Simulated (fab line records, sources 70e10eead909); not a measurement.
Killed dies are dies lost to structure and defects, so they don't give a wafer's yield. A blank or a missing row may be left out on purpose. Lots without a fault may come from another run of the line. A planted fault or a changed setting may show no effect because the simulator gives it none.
Problem report in the 8D (eight disciplines) form, filled by code | flow nand_harc | the parts of the form that need people (team, actions taken, sign-off) are left out

1. THE PROBLEM
heater_power_total_W at NHARC_A_M0_SOFTBAKE_04 reads a mean of 322.94 W on 2 wafers of 2 lots; wafers without a fault read 188.45 W with a standard deviation of 0.14. That is +99 or more standard deviations from the usual mean.
The step: time 55 s.
First seen on wafer L417.6, day 21 04:00, on litho_track-06. The record holds 36 wafers of 12 lots with a number at this step. Rule for "out", or "out of limits": more than 4 standard deviations from the usual mean. The other wafers with a number count as sound.

2. WHAT IT IS AND WHAT IT IS NOT
question                    | is                   | is not
which readings at this step | heater_power_total_W | -
which lots                  | L417, L418           | L402, L403, L404, L405, L406, L408, L409, L422, L424, L425
which wafers of those lots  | L417.6, L418.3       | L417.2, L417.4, L418.1, L418.5
read on which tools         | litho_track-06       | litho_track-01, litho_track-04
when                        | from day 21 04:00    | up to then (23 sound wafers); but 11 sound wafers of L418, L422, L424, L425 came after

3. SUSPECTS, AND WHAT RULES EACH OUT
Counting: a tool at a process step up to the reading stays a suspect if it ran every lot that is out. Sound lots after the first of them don't rule it out here, since some wafers of a struck lot are sound.
- litho_track-06 at NHARC_A_M0_SOFTBAKE_04 (time 55 s): kept. It ran every lot that is out, first L417 (day 21 04:00); its last sound lot up to then is L406 (day 18 12:00). Its own readings are out on those wafers: heater_power_total_W.
Left after counting: litho_track-06 at NHARC_A_M0_SOFTBAKE_04.

4. THE CAUSE (what the simulator had put in)
Process parameter drift: litho_track-06, from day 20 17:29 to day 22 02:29, at NHARC_A_M0_SOFTBAKE_04. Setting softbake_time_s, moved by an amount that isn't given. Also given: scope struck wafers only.
Counting left only this tool.

5. THE CHAIN OF EFFECTS, in route order
Each row: a reading whose mean over the struck wafers that have a number lies more than 3 standard deviations from the usual. Only readings for which the record gives a usual standard deviation are gone through. hours: the time from each lot's start at the first step in this table that gives one to its start at this step, as a median over the lots. sigmas: the change in usual standard deviations.
hours | step                   | reading              | usual    | on struck wafers | change  | sigmas
0     | NHARC_A_M0_SOFTBAKE_04 | heater_power_total_W | 188.45 W | 322.94           | +134.50 | +99 or more
The process steps in it:
- NHARC_A_M0_SOFTBAKE_04: time 55 s.
Later measuring or inspecting steps at which every struck wafer that the step has a row for has a number for every such reading, and none has moved that far: NHARC_A_M0_INSPECT_11, NHARC_END_SORT_01.

6. WHAT WOULD HAVE CAUGHT IT SOONER
In this record the first reading out of limits was taken at day 21 04:00, 11 hours after the fault began at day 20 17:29.
